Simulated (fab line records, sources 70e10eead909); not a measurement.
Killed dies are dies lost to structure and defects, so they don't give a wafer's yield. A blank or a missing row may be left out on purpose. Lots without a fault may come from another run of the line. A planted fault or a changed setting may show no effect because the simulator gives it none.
Which tool did it? | flow nand_harc | 11 lots, 33 wafers sampled, at 4 steps of a route of 1159

WHAT THE GAUGES READ, wafer by wafer
NHARC_P_GATE_CD_MEAS_59: target cd 720 nm.
lot  | measured     | on        | cd_nm (nm)
L853 | day 5 06:56  | cd_sem-03 | 719.8 718.1 719.1
L860 | day 7 04:10  | cd_sem-01 | 719.0 718.7 718.0
L862 | day 7 19:58  | cd_sem-03 | 721.0 721.0 720.7
L861 | day 7 20:13  | cd_sem-02 | 719.8 719.4 720.4
L864 | day 8 12:35  | cd_sem-02 | 701.2 700.2 699.6
L867 | day 8 19:35  | cd_sem-02 | 719.9 717.6 717.3
L872 | day 9 23:25  | cd_sem-01 | 720.2 721.2 720.7
L873 | day 10 08:05 | cd_sem-03 | 721.4 722.1 719.5
L874 | day 10 14:18 | cd_sem-02 | 719.2 720.4 721.1
L875 | day 10 16:15 | cd_sem-01 | 722.8 722.6 721.4
L876 | day 10 20:01 | cd_sem-03 | 717.7 717.9 720.3

WHICH TOOL RAN EACH LOT (tool, then ch and the chambers of the sampled wafers, then the start)
lot  | NHARC_P_GATE_STRIP_108             | NHARC_P_GATE_STRIP_101             | NHARC_P_GATE_EXPOSE_56
L853 | rie_diel-08 ch 0,1,3, day 4 16:49  | rie_diel-12 ch 0,1,2, day 5 03:11  | krf_scanner-03 ch 0, day 5 06:47
L860 | rie_diel-12 ch 0,3, day 6 15:01    | rie_diel-08 ch 0,1,3, day 7 01:29  | krf_scanner-02 ch 0, day 7 04:01
L862 | rie_diel-12 ch 1,2,3, day 7 06:56  | rie_diel-12 ch 1,2,3, day 7 17:18  | krf_scanner-03 ch 0, day 7 19:49
L861 | rie_diel-08 ch 1,2,3, day 7 07:24  | rie_diel-12 ch 2,3, day 7 17:32    | krf_scanner-04 ch 0, day 7 20:04
L864 | rie_diel-08 ch 0,3, day 7 23:37    | rie_diel-03 ch 0,1, day 8 09:56    | krf_scanner-03 ch 0, day 8 12:26
L867 | rie_diel-08 ch 0,3, day 8 06:31    | rie_diel-03 ch 0,2,3, day 8 16:58  | krf_scanner-04 ch 0, day 8 19:26
L872 | rie_diel-12 ch 0,1, day 9 10:29    | rie_diel-03 ch 0,2, day 9 20:52    | krf_scanner-03 ch 0, day 9 23:16
L873 | rie_diel-03 ch 2,3, day 9 19:24    | rie_diel-08 ch 1,2, day 10 05:32   | krf_scanner-02 ch 0, day 10 07:55
L874 | rie_diel-12 ch 1,3, day 10 01:15   | rie_diel-12 ch 0,2, day 10 11:37   | krf_scanner-04 ch 0, day 10 14:08
L875 | rie_diel-08 ch 0,1,3, day 10 01:21 | rie_diel-12 ch 2,3, day 10 13:30   | krf_scanner-02 ch 0, day 10 16:05
L876 | rie_diel-08 ch 0,2,3, day 10 07:11 | rie_diel-03 ch 0,1,3, day 10 17:24 | krf_scanner-02 ch 0, day 10 19:52
- NHARC_P_GATE_STRIP_108: strips in O2.
- NHARC_P_GATE_STRIP_101: strips in O2, time 20 s.
- NHARC_P_GATE_EXPOSE_56: exposes mask P PSD, target cd 720 nm.

THE ANSWER, worked out from the rows above alone
Rule: what is usual is taken from the lots themselves. Put in order of their means at a reading, lots are off if they are a third of the lots or fewer, leave a main group of 4 or more, and stand apart from it by a gap of 3 or more times the standard deviation of the main group's means; of several such gaps the widest counts. A main group whose means are all the same, to the digits that the tables above print for the reading, isn't used. A lot without any number at a reading at which 4 lots or more have one is off too. The other lots that the step has rows for count as sound.
Off: L864, at NHARC_P_GATE_CD_MEAS_59 (cd_nm). The main group: mean 719.9 nm, standard deviation 1.2.
A tool fits if, at a process step before that reading, it ran every lot that is off, and no sound lot after the first of them. The gauges at NHARC_P_GATE_CD_MEAS_59 are tried like those tools. None of those tried fits.

WHAT THE SIMULATOR HAD PUT IN
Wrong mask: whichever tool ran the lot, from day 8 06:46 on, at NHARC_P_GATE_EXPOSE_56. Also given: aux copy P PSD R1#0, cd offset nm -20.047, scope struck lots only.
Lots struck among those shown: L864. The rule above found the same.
